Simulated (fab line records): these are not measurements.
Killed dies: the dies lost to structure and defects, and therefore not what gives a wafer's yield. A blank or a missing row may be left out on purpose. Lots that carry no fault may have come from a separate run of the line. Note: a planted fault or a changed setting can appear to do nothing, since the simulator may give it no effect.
Matching of chambers || flow nand_harc || 4 sister chambers for NHARC_A_WL_FILL_ALD_10 on ald_hk-03
The step deposits SiO2, target thk 50 nm, pulse time 10 s, ald cycles 500. 4 wafers are shown with their chamber, then 7 later ones without.

## WAFERS PAIRED WITH THEIR CHAMBERS
{"wafer": "L458.6", "chamber": 2, "heater_power_w (W)": 450}
{"wafer": "L461.3", "chamber": 3, "heater_power_w (W)": 364}
{"wafer": "L464.4", "chamber": 0, "heater_power_w (W)": 446}
{"wafer": "L464.5", "chamber": 1, "heater_power_w (W)": 494}

## WAFERS MISSING THEIR CHAMBER
{"wafer": "L464.6", "heater_power_w (W)": 451}
{"wafer": "L466.1", "heater_power_w (W)": 460}
{"wafer": "L466.4", "heater_power_w (W)": 373}
{"wafer": "L466.6", "heater_power_w (W)": 376}
{"wafer": "L468.2", "heater_power_w (W)": 457}
{"wafer": "L468.4", "heater_power_w (W)": 371}
{"wafer": "L468.6", "heater_power_w (W)": 445}

## EACH ONE'S CHAMBER
{"wafer": "L464.6", "from the rows above": "can't be placed: 2 or 0", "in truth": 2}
{"wafer": "L466.1", "from the rows above": "can't be placed: 2 or 0", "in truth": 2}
{"wafer": "L466.4", "from the rows above": 3, "in truth": 3}
{"wafer": "L466.6", "from the rows above": 3, "in truth": 3}
{"wafer": "L468.2", "from the rows above": "can't be placed: 2 or 0", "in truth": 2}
{"wafer": "L468.4", "from the rows above": 3, "in truth": 3}
{"wafer": "L468.6", "from the rows above": "can't be placed: 0 or 2", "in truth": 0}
Placed correctly: 3 of 7. Can't be placed from these rows: 4 (the true chamber is among the candidates in 4). Wrongly placed: 0.
How it was worked out, from the rows above alone: a wafer's distance from a chamber is the root of the sum, over the readings, of the square of ((its reading less the chamber's mean) divided by the reading's scatter). The wafer belongs to the nearest chamber; if the next one is less than 2 further off, it can't be placed. A chamber's mean is the mean of its shown wafers. The scatter: with one shown wafer a chamber, the root of the mean of the squares of how far each hidden wafer lies from its nearest shown one.
